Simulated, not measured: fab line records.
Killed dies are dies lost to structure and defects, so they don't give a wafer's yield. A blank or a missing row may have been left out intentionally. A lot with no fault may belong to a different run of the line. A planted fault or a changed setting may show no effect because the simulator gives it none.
Split-lot trial    flow n5-finfet    7 lots, 39 wafers read, on a route of 1938 steps

== ON THE SPLIT ==
At N5_DUMMY_GATE_ETCH_32 (etches SiO2 in CF4, target depth 3.5 nm, time 3.9 s), the setting time-s was moved away from the recipe's 3.9 s on 18 of the 39 wafers read, by -23.9% to +20.8%. The other wafers ran this setting at the recipe's value.

The reading comes from the split's own step.

== THE READING ==
etch.depth-nm (the simulator's own value, which no gauge read), in nm, at N5_DUMMY_GATE_ETCH_32 (etches SiO2 in CF4, target depth 3.5 nm, time 3.9 s). The file does not state a usual value for it. Here, 21 wafers ran the recipe; their average is 3.459 nm with a standard deviation of 0.074 nm.

wafer   tool, chamber at the split  time-s as run, s  against the recipe  etch.depth-nm, nm  against lot-mates on the recipe
L074.1  rie-si-01, 0                3.9               recipe              3.529              -
L074.2  rie-si-01, 1                3.9               recipe              3.444              -
L074.3  rie-si-01, 3                3.9               recipe              3.421              -
L074.4  rie-si-01, 2                4.71              +20.8%              4.165              +0.700
L074.5  rie-si-01, 3                4.71              +20.8%              4.167              +0.702
L074.6  rie-si-01, 2                4.71              +20.8%              4.153              +0.688
L079.2  rie-si-01, 2                3.9               recipe              3.401              -
L079.4  rie-si-01, 0                3.9               recipe              3.486              -
L079.6  rie-si-01, 3                3.9               recipe              3.471              -
L084.1  rie-si-05, 1                4.682             +20.1%              4.022              +0.567
L084.2  rie-si-05, 0                4.682             +20.1%              4.296              +0.841
L084.3  rie-si-05, 2                4.682             +20.1%              4.023              +0.568
L084.4  rie-si-05, 3                3.9               recipe              3.468              -
L084.5  rie-si-05, 1                3.9               recipe              3.342              -
L084.6  rie-si-05, 0                3.9               recipe              3.556              -
L087.1  rie-si-05, 0                3.9               recipe              3.653              -
L087.2  rie-si-05, 3                3.199             -18.0%              2.926              -0.564
L087.3  rie-si-05, 2                3.199             -18.0%              2.792              -0.698
L087.4  rie-si-05, 1                3.199             -18.0%              2.77               -0.720
L087.5  rie-si-05, 2                3.9               recipe              3.421              -
L087.6  rie-si-05, 1                3.9               recipe              3.395              -
L089.1  rie-si-05, 3                3.47              -11.0%              3.143              -0.263
L089.2  rie-si-05, 0                3.47              -11.0%              3.24               -0.166
L089.3  rie-si-05, 2                3.9               recipe              3.462              -
L089.4  rie-si-05, 1                3.9               recipe              3.35               -
L089.5  rie-si-05, 0                3.47              -11.0%              3.235              -0.171
L089.6  rie-si-05, 1                3.9               recipe              3.407              -
L096.1  rie-si-02, 1                3.9               recipe              3.337              -
L096.2  rie-si-02, 3                2.966             -23.9%              2.739              -0.714
L096.3  rie-si-02, 0                3.9               recipe              3.523              -
L096.4  rie-si-02, 2                3.9               recipe              3.498              -
L096.5  rie-si-02, 0                2.966             -23.9%              2.694              -0.759
L096.6  rie-si-02, 1                2.966             -23.9%              2.531              -0.922
L097.1  rie-si-01, 3                4.345             +11.4%              3.852              +0.360
L097.2  rie-si-01, 0                3.9               recipe              3.482              -
L097.3  rie-si-01, 1                4.345             +11.4%              3.886              +0.394
L097.4  rie-si-01, 2                3.9               recipe              3.486              -
L097.5  rie-si-01, 0                4.345             +11.4%              3.898              +0.406
L097.6  rie-si-01, 1                3.9               recipe              3.509              -

FIT RESULTS
A straight line over all 39 wafers: etch.depth-nm changes by +0.0332 nm for each +1% of time-s; r = +0.98; the points scatter about the line by 0.083 nm.
The same after taking each lot's own level away (the mean of its wafers on the recipe; 39 wafers): +0.0329 nm for each +1%; r = +0.98; scatter 0.088 nm.
On that fit, the largest move of time-s shifts the reading by 0.79 nm.
Across the lots, their own levels run from 3.4063 to 3.4923 nm, a range of 1.2 times the standard deviation given above.
The two slopes agree, so the slope changes little with the lot-to-lot level.
Check: for one of the wafers moved furthest among these (-23.9%), held out of the fit, the line's prediction against its lot-mates is -0.79 nm. Against them it came out at -0.714 nm.

== OTHER SPLITS ON THESE WAFERS ==
These wafers also went through other splits before the reading. Each is held against what the fit with the lots' levels taken away leaves over:
other split on the same wafers     wafers away from the commonest value  r with etch.depth-nm (lot level and that fit taken away)
N5_WELL_APT_IMPLANT_14 energy-kev  12                                    +0.39
N5_FIN_CUT_ETCH_21 bias-w          12                                    +0.13

== THE FILE'S OWN FIT ==
etch.depth-nm changes by +0.0329 nm for each +1% of time-s, r = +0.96.
